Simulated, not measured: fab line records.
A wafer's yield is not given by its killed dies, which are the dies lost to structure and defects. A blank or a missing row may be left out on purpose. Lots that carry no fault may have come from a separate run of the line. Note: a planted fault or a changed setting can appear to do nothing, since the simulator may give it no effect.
Split-lot experiment + flow n5_finfet + 7 lots, 21 wafers read, on a route of 1938 steps

## ABOUT THE SPLIT
At N5_BEOL_M14_SPUTTER_43 (material TaN, target thk 15 nm, time 24.19 s), the setting power_w was moved away from the recipe's 15000 W on 9 of the 21 wafers read, by -15.4% to +13.5%. This setting was run at the recipe's value on the other wafers.

Reading taken at the split's own step.

## THE READING
TaN_of_BEOL_M14_SPUTTER_43.thk_nm (the simulator's own value, which no gauge read), in nm, at N5_BEOL_M14_SPUTTER_43 (material TaN, target thk 15 nm, time 24.19 s). The file gives no usual value for it. Across the 12 wafers here that went through the recipe, the average is 14.9 nm and the standard deviation 0.1 nm.

| wafer  | tool, chamber at the split | power_w as run, W | against the recipe | TaN_of_BEOL_M14_SPUTTER_43.thk_nm, nm | against lot-mates on the recipe |
|--------|----------------------------|-------------------|--------------------|---------------------------------------|---------------------------------|
| L081.1 | pvd_sputter-03, -          | 16080             | +7.2%              | 16.4                                  | +1.4                            |
| L081.2 | pvd_sputter-03, -          | 15000             | recipe             | 15                                    | -                               |
| L081.6 | pvd_sputter-03, -          | 16080             | +7.2%              | 16.2                                  | +1.2                            |
| L083.1 | pvd_sputter-02, -          | 12690             | -15.4%             | 12.6                                  | -2.2                            |
| L083.2 | pvd_sputter-02, -          | 15000             | recipe             | 14.8                                  | -                               |
| L083.4 | pvd_sputter-02, -          | 12690             | -15.4%             | 12.8                                  | -2.0                            |
| L088.1 | pvd_sputter-03, -          | 15000             | recipe             | 15                                    | -                               |
| L088.6 | pvd_sputter-03, -          | 15000             | recipe             | 15                                    | -                               |
| L088.5 | pvd_sputter-03, -          | 16090             | +7.3%              | 16                                    | +1.0                            |
| L090.2 | pvd_sputter-03, -          | 15000             | recipe             | 15                                    | -                               |
| L090.3 | pvd_sputter-03, -          | 12920             | -13.9%             | 13                                    | -2.0                            |
| L090.4 | pvd_sputter-03, -          | 12920             | -13.9%             | 13.2                                  | -1.8                            |
| L091.2 | pvd_sputter-02, -          | 17030             | +13.5%             | 16.8                                  | +2.0                            |
| L091.3 | pvd_sputter-02, -          | 17030             | +13.5%             | 16.6                                  | +1.8                            |
| L091.5 | pvd_sputter-02, -          | 15000             | recipe             | 14.8                                  | -                               |
| L093.2 | pvd_sputter-03, -          | 15000             | recipe             | 15                                    | -                               |
| L093.3 | pvd_sputter-03, -          | 15000             | recipe             | 14.8                                  | -                               |
| L093.4 | pvd_sputter-03, -          | 15000             | recipe             | 14.8                                  | -                               |
| L092.3 | pvd_sputter-01, -          | 15000             | recipe             | 14.8                                  | -                               |
| L092.4 | pvd_sputter-01, -          | 15000             | recipe             | 14.8                                  | -                               |
| L092.6 | pvd_sputter-01, -          | 15000             | recipe             | 15                                    | -                               |

FIT RESULTS
A straight line over all 21 wafers: TaN_of_BEOL_M14_SPUTTER_43.thk_nm changes by +0.141 nm for each +1% of power_w; r = +0.99; the points scatter about the line by 0.17 nm.
The same after taking each lot's own level away (the mean of its wafers on the recipe; 21 wafers): +0.141 nm for each +1%; r = +0.99; scatter 0.12 nm.
The reading moves by 2.2 nm for the largest change in power_w, on that fit.
Measured against the standard deviation above, the lots' own levels, which go from 14.80 to 15.00 nm, span 2.0 times it.
The two slopes agree, so the slope changes little with the lot-to-lot level.
Check: for one of the wafers moved furthest among these (-15.4%), held out of the fit, the line's prediction against its lot-mates is -2.12 nm. Against them it came out at -2.2 nm.

## OTHER SPLITS ON THESE WAFERS
Before the reading, these wafers also passed through other splits. Each is held against what the fit with the lots' levels taken away leaves over:
| other split on the same wafers | wafers away from the commonest value | r with TaN_of_BEOL_M14_SPUTTER_43.thk_nm (lot level and that fit taken away) |
|--------------------------------|--------------------------------------|------------------------------------------------------------------------------|
| N5_BEOL_M12_COAT_04 spin_rpm   | 7                                    | -0.24                                                                        |
| N5_BEOL_M13_EXPOSE_07 dose_mj  | 6                                    | +0.20                                                                        |
| N5_BEOL_M13_ETCH_59 time_s     | 8                                    | -0.10                                                                        |

## FILE'S OWN FIT
TaN_of_BEOL_M14_SPUTTER_43.thk_nm changes by +0.141 nm for each +1% of power_w, r = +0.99.
